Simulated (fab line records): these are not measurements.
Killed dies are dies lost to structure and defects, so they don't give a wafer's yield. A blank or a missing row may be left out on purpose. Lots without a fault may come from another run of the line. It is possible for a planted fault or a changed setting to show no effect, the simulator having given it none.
fab line records	flow nand_harc
[record] lots = 12	wafers = 36	last_day = 33
route steps=1302 shown A_CHANNEL_HOLE_D1@473 A_CHANNEL_FILL_D1@492
lots with no fault: from the same line, run without faults
start_h: hours from the record's opening day to when the first of the lot's shown wafers began	wait_h: hours since the lot's step before	" unchanged from the row above	L1.1+2: a single row standing in for several wafers	- value missing, or start not given	* or withheld: withheld	< > ~ a bound
route shown NAME@n: a module of which the file shows steps, and the number in the route of the first	usual: mean/standard deviation taken from wafers without a fault	same: alike in all rows	chamber/n: place in a boat	sites: readings site by site	_std_site: the standard deviation of these	_edge_site: mean of outer sites minus mean of inner sites	radius_mm: for every site, how far away it sits from the centre of the wafer	mask NAME#n: copy n	behind: the last tool/chamber to shape the wafer	hold: reason for holding the lot/hours on hold/outcome of the hold	device: the n, p or np transistor that did not switch	end of line: the tests these same wafers got at the end of their route	where a step has no rows: the recipe by itself	killed: not the wafer's yield, but the dies lost to structure and defects at the first sort	map: the dies of a wafer, with x for killed, . for not killed, _ for no die there
set.NAME: the run value of the setting; set.NAME@STEP: its run value at that earlier step	model.NAME: the simulator's own value behind a step, which no gauge read
one table for each step of the route and one row for each wafer, over a sample of lots
services: when a tool's chamber went out of use (start_h, in hours from the record's first day, below 0 if earlier), for how many hours, and the reason
[[steps]]
[step NHARC_A_CHANNEL_HOLE_D1_ETCH_21]
[recipe] bias_v = 3000	source_w = withheld	pressure_mtorr = 20	time_s = 514.3	ar_flow_sccm = 375	c4f8_flow_sccm = 89.3	o2_flow_sccm = 35.7	temp_c = -20	target_depth_a = 16000	chemistry = C4F8/O2/Ar
[usual] drypump_motor_current_A = 5.67/0.28	showerhead_plenum_p_Torr = 3.68/0.03	throttle_valve_pct = 32.154/0.0099
lot.wafer	tool	chamber	start_h	wait_h	drypump_motor_current_A	rf_hours_counter_h	showerhead_plenum_p_Torr	throttle_valve_pct
L720.1	har_etch-02	0	172.55	0.3	5.33	291	3.71	32.143
L720.2	"	1	"	"	6.06	291	3.73	32.150
L720.4	"	0	"	"	5.33	-	3.71	32.151
L722.2	har_etch-01	1	196.61	0.3	5.65	93	3.68	32.143
L722.1	"	0	"	"	5.63	93	3.73	32.143
L722.5	"	1	"	"	5.66	-	3.68	32.149
L723.2	har_etch-02	1	208.69	0.3	6.07	314	3.72	32.164
L723.3	"	0	"	"	5.32	-	3.69	32.160
L723.6	"	0	"	"	5.35	-	3.69	32.153
L724.1	har_etch-02	0	219.56	0.3	5.34	318	3.69	32.131
L724.3	"	1	"	"	6.05	-	3.72	32.162
L724.5	"	1	"	"	6.07	-	3.72	32.162
L725.2	har_etch-02	0	234.75	0.3	5.33	329	3.69	32.163
L725.5	"	0	"	"	5.33	-	3.69	32.149
L725.6	"	1	"	"	6.10	-	3.71	32.149
L726.1	har_etch-02	0	242.72	0.3	5.31	333	3.68	32.149
L726.3	"	1	"	"	6.04	-	3.71	32.164
L726.5	"	0	"	"	5.32	-	3.68	32.171
L727.4	har_etch-01	1	261.26	0.3	5.66	-	3.66	32.147
L727.3	"	0	"	"	5.61	-	3.71	32.150
L727.6	"	1	"	"	5.67	-	3.66	32.147
L738.2	har_etch-01	1	363.75	0.3	5.68	188	3.63	32.135
L738.1	"	0	"	"	5.63	188	3.68	32.171
L738.3	"	1	"	"	5.67	-	3.63	32.162
L739.1	har_etch-02	0	366.66	0.3	5.31	402	3.65	32.164
L739.2	"	1	"	"	6.08	402	3.67	32.150
L739.3	"	1	"	"	6.08	-	3.67	32.151
L740.1	har_etch-01	1	379.20	0.3	5.66	199	3.62	32.160
L740.2	"	0	"	"	5.65	199	3.67	32.129
L740.4	"	1	"	"	5.65	-	3.62	32.142
L741.2	har_etch-01	1	385.90	0.3	5.64	203	3.62	32.169
L741.3	"	1	"	"	5.66	-	3.62	32.169
L741.6	"	0	"	"	5.64	-	3.67	32.148
L742.2	har_etch-02	0	405.01	0.3	5.33	8	3.64	32.142
L742.1	"	1	"	"	6.05	8	3.66	32.161
L742.6	"	1	"	"	6.08	-	3.66	32.150
[step NHARC_A_CHANNEL_HOLE_D1_ETCH_24]
[recipe] bias_v = 5000	source_w = withheld	pressure_mtorr = 20	time_s = 906.2	ar_flow_sccm = 375	c4f8_flow_sccm = 93.8	o2_flow_sccm = 31.2	temp_c = -20	target_depth_a = 15000	chemistry = C4F8/O2/Ar
[usual] drypump_motor_current_A = 5.67/0.28	showerhead_plenum_p_Torr = 3.67/0.03	throttle_valve_pct = 32.236/0.0088
lot.wafer	tool	chamber	start_h	wait_h	drypump_motor_current_A	rf_hours_counter_h	showerhead_plenum_p_Torr	throttle_valve_pct
L720.1	har_etch-02	0	174.26	0.6	5.35	293	3.70	32.241
L720.2	"	1	"	"	6.08	293	3.72	32.231
L720.4	"	0	"	"	5.33	-	3.70	32.237
L722.2	har_etch-01	1	198.31	0.6	5.66	94	3.67	32.228
L722.1	"	0	"	"	5.64	94	3.73	32.247
L722.5	"	1	"	"	5.65	-	3.67	32.237
L723.2	har_etch-02	1	210.39	0.6	6.08	316	3.71	32.240
L723.3	"	0	"	"	5.33	-	3.69	32.238
L723.6	"	0	"	"	5.33	-	3.69	32.234
L724.1	har_etch-02	0	221.32	0.6	5.32	320	3.69	32.223
L724.3	"	1	"	"	6.09	-	3.71	32.240
L724.5	"	1	"	"	6.09	-	3.71	32.219
L725.2	har_etch-02	0	236.46	0.6	5.32	331	3.68	32.240
L725.5	"	0	"	"	5.34	-	3.68	32.233
L725.6	"	1	"	"	6.03	-	3.70	32.240
L726.1	har_etch-02	0	244.42	0.6	5.33	335	3.68	32.243
L726.3	"	1	"	"	6.11	-	3.70	32.243
L726.5	"	0	"	"	5.33	-	3.68	32.241
L727.4	har_etch-01	1	263.08	0.6	5.66	-	3.65	32.236
L727.3	"	0	"	"	5.63	-	3.71	32.219
L727.6	"	1	"	"	5.68	-	3.65	32.254
L738.2	har_etch-01	1	365.45	0.6	5.66	189	3.62	32.228
L738.1	"	0	"	"	5.64	189	3.68	32.237
L738.3	"	1	"	"	5.65	-	3.62	32.221
L739.1	har_etch-02	0	368.35	0.6	5.32	404	3.64	32.251
L739.2	"	1	"	"	6.06	404	3.66	32.248
L739.3	"	1	"	"	6.06	-	3.66	32.240
L740.1	har_etch-01	1	380.90	0.6	5.64	201	3.61	32.247
L740.2	"	0	"	"	5.63	201	3.67	32.241
L740.4	"	1	"	"	5.64	-	3.61	32.227
L741.2	har_etch-01	1	387.62	0.6	5.68	205	3.61	32.237
L741.3	"	1	"	"	5.66	-	3.61	32.230
L741.6	"	0	"	"	5.60	-	3.67	32.230
L742.2	har_etch-02	0	406.70	0.6	5.32	10	3.63	32.236
L742.1	"	1	"	"	6.04	10	3.66	32.247
L742.6	"	1	"	"	6.04	-	3.66	32.232
[step NHARC_A_CHANNEL_HOLE_D1_ETCH_44]
[recipe] target_depth_a = 1400	overetch_a = 140	time_s = 77	ion_energy_ev = 100	cf4_flow_sccm = 80	o2_flow_sccm = 20	ar_flow_sccm = 0	rf_w = 300	bias_w = 100	chemistry = CF4/O2
[usual] drypump_motor_current_A = 5.7/0.42	oes_product_au = 1.002/0.0097	rf_vpp_V = 197.9/1.7	showerhead_plenum_p_Torr = 1.34/0.069	throttle_valve_pct = 13.397/0.009
lot.wafer	tool	chamber	start_h	wait_h	drypump_motor_current_A	oes_product_au	rf_hours_counter_h	rf_vpp_V	showerhead_plenum_p_Torr	throttle_valve_pct
L720.4	rie_diel-04	2	176.84	0.1	5.2	0.991	15	196.4	1.29	13.395
L720.1	"	3	"	"	5.2	0.992	17	201.1	1.41	13.413
L720.2	"	0	"	"	5.8	0.982	17	198.5	1.37	13.393
L722.2	rie_diel-01	2	200.91	0.1	5.7	1.001	48	196.3	1.25	13.404
L722.1	"	3	"	"	5.8	1.013	50	195.2	1.24	13.399
L722.5	"	3	"	"	5.8	1.013	-	195.4	1.24	13.390
L723.2	rie_diel-12	0	213.47	0.4	5.9	0.989	43	194.4	1.24	13.387
L723.3	"	3	"	"	5.8	1.013	38	196.4	1.25	13.386
L723.6	"	1	"	"	5.8	0.996	-	198.5	1.40	13.384
L724.1	rie_diel-04	0	223.76	0.0	5.8	1.004	4	199.3	1.37	13.388
L724.3	"	2	"	"	5.2	1.000	3	197.3	1.28	13.394
L724.5	"	1	"	"	6.5	1.003	-	198.8	1.41	13.401
L725.2	rie_diel-01	1	239.07	0.1	6.4	1.011	8	194.8	1.27	13.394
L725.5	"	2	"	"	5.7	1.012	-	197.4	1.25	13.394
L725.6	"	3	"	"	5.8	0.999	-	201.0	1.44	13.389
L726.1	rie_diel-01	0	247.07	0.1	5.4	0.992	11	199.1	1.36	13.395
L726.3	"	2	"	"	5.7	1.012	9	194.3	1.25	13.398
L726.5	"	0	"	"	5.4	0.985	-	197.8	1.36	13.390
L727.3	rie_diel-04	1	265.46	0.1	6.4	1.011	7	200.2	1.40	13.403
L727.6	"	0	"	"	5.8	1.009	-	198.1	1.37	13.393
L727.4	"	2	"	"	5.2	1.003	-	197.1	1.28	13.391
L738.2	rie_diel-04	3	368.04	0.1	5.2	1.012	0	198.2	1.41	13.393
L738.3	"	0	"	"	5.8	0.993	0	197.6	1.36	13.394
L738.1	"	1	"	"	6.4	0.986	0	198.2	1.40	13.401
L739.2	rie_diel-12	2	371.12	0.1	6.2	0.996	46	196.5	1.28	13.412
L739.3	"	3	"	"	5.8	1.010	38	196.6	1.24	13.402
L739.1	"	0	"	"	5.9	0.997	36	199.8	1.44	13.409
L740.2	rie_diel-12	0	383.53	0.1	5.9	0.992	41	200.7	1.44	13.398
L740.1	"	1	"	"	5.8	0.981	49	199.5	1.38	13.388
L740.4	"	2	"	"	6.2	1.012	50	196.5	1.28	13.401
L741.3	rie_diel-04	2	390.20	0.1	5.1	1.005	2	196.1	1.28	13.397
L741.2	"	1	"	"	6.5	0.989	2	198.7	1.40	13.400
L741.6	"	3	"	"	5.2	1.007	-	198.7	1.40	13.400
L742.1	rie_diel-04	2	409.29	0.1	5.2	1.010	5	197.1	1.28	13.383
L742.2	"	3	"	"	5.2	1.007	4	199.2	1.40	13.389
L742.6	"	2	"	"	5.2	1.004	-	195.3	1.28	13.384
[step NHARC_A_CHANNEL_FILL_D1_ALD_02]
[recipe] target_thk_a = 60	pulse_time_s = 10	ald_cycles = 60	temp_c = 300	material = SiO2
[usual] ald_cycles = 60/0	heater_power_w = 472/48	precursor_pulse_height_rel = 0.999/0.02
lot.wafer	tool	chamber	start_h	wait_h	ald_cycles	heater_power_w	precursor_pulse_height_rel
L720.2	ald_hk-01	1	178.02	-	60	484	1.000
L720.1	"	2	"	"	60	457	1.043
L720.4	"	3	"	"	60	469	1.055
L722.2	ald_hk-03	2	202.51	-	60	474	1.009
L722.1	"	3	"	"	60	465	0.971
L722.5	"	1	"	"	60	601	0.952
L723.3	ald_hk-01	1	217.88	-	60	471	0.995
L723.2	"	2	"	"	60	462	1.011
L723.6	"	0	"	"	60	381	0.992
L724.1	ald_hk-03	3	224.93	-	60	471	0.989
L724.3	"	1	"	"	60	554	0.986
L724.5	"	0	"	"	60	480	0.983
L725.2	ald_hk-01	1	240.45	-	60	472	1.037
L725.6	"	2	"	"	60	452	0.975
L725.5	"	3	"	"	60	466	1.001
L726.1	ald_hk-01	0	248.33	-	60	372	1.018
L726.3	"	1	"	"	60	478	1.005
L726.5	"	3	"	"	60	467	1.012
L727.3	ald_hk-04	2	266.76	-	60	492	0.989
L727.4	"	3	"	"	60	438	1.030
L727.6	"	3	"	"	60	438	0.992
L738.2	ald_hk-03	1	369.48	-	60	586	1.016
L738.3	"	2	"	"	60	486	1.035
L738.1	"	3	"	"	73	477	0.997
L739.2	ald_hk-03	0	372.36	-	60	491	0.996
L739.3	"	1	"	"	60	579	1.023
L739.1	"	2	"	"	73	477	1.010
L740.4	ald_hk-04	3	384.74	-	60	447	0.986
L740.2	"	0	"	"	60	502	0.985
L740.1	"	2	"	"	60	489	1.008
L741.2	ald_hk-01	2	391.44	-	60	463	1.001
L741.3	"	3	"	"	60	476	0.993
L741.6	"	1	"	"	60	460	0.994
L742.1	ald_hk-01	0	410.61	-	60	385	0.997
L742.2	"	1	"	"	60	448	1.006
L742.6	"	3	"	"	60	461	1.039
[[services]]
tool	chamber	start_h	hours	kind
rie_diel-01	3	157.35	2.9	repair
rie_diel-12	2	167.76	10.3	repair
rie_diel-04	-	177.90	9.0	pm
ald_hk-03	-	178.10	0.4	repair
ald_hk-03	-	189.82	0.7	repair
rie_diel-12	3	192.68	3.1	repair
rie_diel-01	-	204.57	9.0	pm
ald_hk-03	-	212.00	10.0	pm
rie_diel-12	-	242.81	0.4	repair
ald_hk-04	-	255.76	10.0	pm
rie_diel-04	3	262.61	12.8	repair
rie_diel-12	-	268.49	9.0	pm
rie_diel-01	2	288.57	21.9	repair
rie_diel-04	-	290.35	15.8	repair
ald_hk-01	-	296.00	10.0	pm
rie_diel-01	0	306.25	14.8	repair
rie_diel-04	1	325.86	15.0	repair
rie_diel-04	-	350.92	0.2	repair
rie_diel-04	-	354.90	9.0	pm
rie_diel-01	3	377.64	4.2	repair
har_etch-02	-	378.38	17.0	pm
har_etch-02	0	378.38	17.0	vent_cycle
rie_diel-01	-	381.57	9.0	pm
rie_diel-01	0	401.71	7.1	repair
[[key]]
[first_sign] step = NHARC_A_CHANNEL_FILL_D1_ALD_02	reading = ald_cycles	direction = up	sigmas = 99+	usual = 60	struck = 73
effect none on later readings
met_at NHARC_A_CHANNEL_FILL_D1_ALD_02
struck_lots L738,L739
struck_wafers L738.1,L739.1
tester_left_out L738,L739
not_acting_at NHARC_A_CHANNEL_HOLE_D1_ETCH_21,NHARC_A_CHANNEL_HOLE_D1_ETCH_24,NHARC_A_CHANNEL_HOLE_D1_ETCH_44
onset_between 224.93 369.48
[fault] kind = process_parameter_drift	tool = ald_hk-03	chamber = -	onset_h = 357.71	steps = NHARC_A_CHANNEL_FILL_D1_ALD_02	channel = ald_cycles	offset = 13	shape = step	end_h = 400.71	scope = struck_wafers_only	acts_in = these_recipes_only	stated = 60
// tester_left_out: of these lots the tester's yield and bins aren't shown, on N5 and GAA mostly nor the transistor test; their killed dies are dies lost to structure and defects alone, not to doping, threshold or leakage, so they don't give the yield
